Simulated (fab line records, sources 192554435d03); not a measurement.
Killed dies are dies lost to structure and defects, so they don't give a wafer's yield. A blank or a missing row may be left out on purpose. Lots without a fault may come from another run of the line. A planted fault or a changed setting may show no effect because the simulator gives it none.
Chamber matching | flow n5_finfet | N5_BEOL_M10_ALD_74 on ald_metal-03: 4 sister chambers
The step deposits TaN, target thk 2 nm, pulse time 2 s, purge time 3 s. 4 wafers are shown with their chamber, then 9 later ones without.

WAFERS WITH THEIR CHAMBER
wafer  | chamber | heater_power_w (W)
L087.5 | 0       | 352
L089.2 | 1       | 399
L089.4 | 3       | 433
L089.5 | 2       | 344

WAFERS WITHOUT THEIR CHAMBER
wafer  | heater_power_w (W)
L093.4 | 420
L093.5 | 343
L093.6 | 399
L095.1 | 421
L095.3 | 354
L095.6 | 399
L094.2 | 353
L094.4 | 334
L094.5 | 335

WHICH CHAMBER EACH WENT THROUGH
wafer  | from the rows above     | in truth
L093.4 | can't be placed: 3 or 1 | 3
L093.5 | can't be placed: 2 or 0 | 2
L093.6 | 1                       | 1
L095.1 | can't be placed: 3 or 1 | 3
L095.3 | can't be placed: 0 or 2 | 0
L095.6 | 1                       | 1
L094.2 | can't be placed: 0 or 2 | 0
L094.4 | can't be placed: 2 or 0 | 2
L094.5 | can't be placed: 2 or 0 | 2
Placed correctly: 2 of 9. Can't be placed from these rows: 7 (the true chamber is among the candidates in 7). Placed wrongly: 0.
How it was worked out, from the rows above alone: a wafer's distance from a chamber is the root of the sum, over the readings, of the square of ((its reading less the chamber's mean) divided by the reading's scatter). The wafer belongs to the nearest chamber; if the next one is less than 2 further off, it can't be placed. A chamber's mean is the mean of its shown wafers. The scatter: with one shown wafer a chamber, the root of the mean of the squares of how far each hidden wafer lies from its nearest shown one.
